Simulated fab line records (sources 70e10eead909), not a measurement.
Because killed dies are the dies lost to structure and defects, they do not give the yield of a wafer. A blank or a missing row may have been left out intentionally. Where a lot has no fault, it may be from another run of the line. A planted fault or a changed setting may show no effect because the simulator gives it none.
Struck lot and sound lot, side by side || flow nand-harc || 14 out of 1159 route steps
Sound: wafers L812.3, L812.4, L812.5. Struck: wafer L829.1; the same lot's L829.2 was not struck, so it is left out; see the end for the cause.
Each step with rows lists, per side, the tool, then ch with its chambers, then its first start. Under that, the readings that differ: sound wafers || struck wafers || difference of the means || sigmas: that difference in standard deviations of wafers without a fault.
alike: readings whose means differ by less than 2 such deviations, and words and numbers that are the same on both sides. not compared: withheld readings, readings that some wafer has no value for, bounds like >300 that may hide the same value, and numbers for which the record gives no deviation and whose values overlap.
Wherever a step has rows on one side only, a row that says differs or no value, or a row with sigmas, the two part there. Numbers that don't overlap but have no deviation are shown without sigmas and don't part them. A reading that every wafer of one side lacks parts them only if that side has two wafers or more.

first, 5 steps without rows for these wafers: NHARC_A_STAIRCASE_EXPOSE_214 (exposes mask STAIR 3); NHARC_A_STAIRCASE_PEB_215 (peb time 130 s); NHARC_A_STAIRCASE_DEVELOP_216 (time 140 s); NHARC_A_STAIRCASE_HARDBAKE_218 (time 140 s); NHARC_A_STAIRCASE_DESCUM_219 (chemistry O2, time 3 s).
NHARC_A_STAIRCASE_TRIM_220: chemistry O2, time 211.2 s.
  sound on rie-diel-12 ch 1,3, day 11 20:50; struck on rie-diel-05 ch 2, day 15 22:37
{"reading": "oes-product-au (a.u.)", "sound": "1.007 0.994 0.998", "struck": 0.985, "difference": -0.015, "sigmas": -2}
  alike: drypump-motor-current-A, rf-vpp-V, run-length-s, showerhead-plenum-p-Torr, throttle-valve-pct
  not compared: rf-hours-counter-h
NHARC_A_STAIRCASE_ETCH_221: etches the open film in C4F8/O2, target depth 100 nm, time 40.5 s.
  sound on rie-diel-12 ch 1,3; struck on rie-diel-05 ch 3
{"reading": "oes-product-au (a.u.)", "sound": "0.925 0.926 0.928", "struck": 0.955, "difference": "+0.029", "sigmas": "+2"}
  alike: rf-vpp-V
  not compared: rf-hours-counter-h
NHARC_A_STAIRCASE_TRIM_222: chemistry O2, time 211.2 s.
  sound on rie-diel-12 ch 0,1,3; struck on rie-diel-05 ch 3
{"reading": "drypump-motor-current-A (A)", "sound": "5.7 5.9 5.5", "struck": 6.7, "difference": "+1.0", "sigmas": "+3"}
  alike: oes-product-au, rf-vpp-V, run-length-s, showerhead-plenum-p-Torr, throttle-valve-pct
  not compared: rf-hours-counter-h
NHARC_A_STAIRCASE_ETCH_223: etches the open film in C4F8/O2, target depth 100 nm, time 40.5 s.
  sound on rie-diel-12 ch 0,2; struck on rie-diel-05 ch 2
{"reading": "oes-product-au (a.u.)", "sound": "0.938 0.916 0.914", "struck": 0.965, "difference": "+0.042", "sigmas": "+4"}
  alike: rf-vpp-V
  not compared: rf-hours-counter-h
NHARC_A_STAIRCASE_TRIM_224: chemistry O2, time 211.2 s.
  sound on rie-diel-12 ch 2,3; struck on rie-diel-05 ch 3
{"reading": "drypump-motor-current-A (A)", "sound": "5.5 5.8 5.8", "struck": 6.7, "difference": "+1.0", "sigmas": "+3"}
  alike: oes-product-au, rf-vpp-V, run-length-s, showerhead-plenum-p-Torr, throttle-valve-pct
  not compared: rf-hours-counter-h
then, 1 step without rows for these wafers: NHARC_A_STAIRCASE_ETCH_225 (etches the open film in C4F8/O2, target depth 100 nm, time 40.5 s).
NHARC_A_STAIRCASE_TRIM_226: chemistry O2, time 211.2 s.
  sound on rie-diel-12 ch 1,3, day 11 21:38; struck on rie-diel-05 ch 0, day 15 23:20
{"reading": "run-length-s (s)", "sound": "231.9 233.6 233.4", "struck": 149.8, "difference": -83.2, "sigmas": "-99 or more"}
  alike: drypump-motor-current-A, oes-product-au, rf-vpp-V, showerhead-plenum-p-Torr, throttle-valve-pct
  not compared: rf-hours-counter-h
then, 1 step without rows for these wafers: NHARC_A_STAIRCASE_ETCH_227 (etches the open film in C4F8/O2, target depth 100 nm, time 40.5 s).
-- record jumps: 9 days between struck wafers' starts before vs after; left off in module A_STAIRCASE, resumes in module END, first step shown is number 1159 of the route --
NHARC_END_SORT_01:
  sound on prober-02 ch 0, day 20 14:14; struck on prober-02 ch 0, day 24 21:56
{"reading": "killed-at-array", "sound": "15 23 16", "struck": 673, "difference": "+655", "sigmas": "+55"}
{"reading": "killed-dies", "sound": "17 24 18", "struck": 676, "difference": "+656", "sigmas": "+55"}
  alike: killed-at-other, killed-at-periphery, killed-open, killed-short

== WHERE THEY PART ==
Last at NHARC_END_SORT_01 as far as this record goes, first at NHARC_A_STAIRCASE_TRIM_220.

WHY: what the simulator had put in
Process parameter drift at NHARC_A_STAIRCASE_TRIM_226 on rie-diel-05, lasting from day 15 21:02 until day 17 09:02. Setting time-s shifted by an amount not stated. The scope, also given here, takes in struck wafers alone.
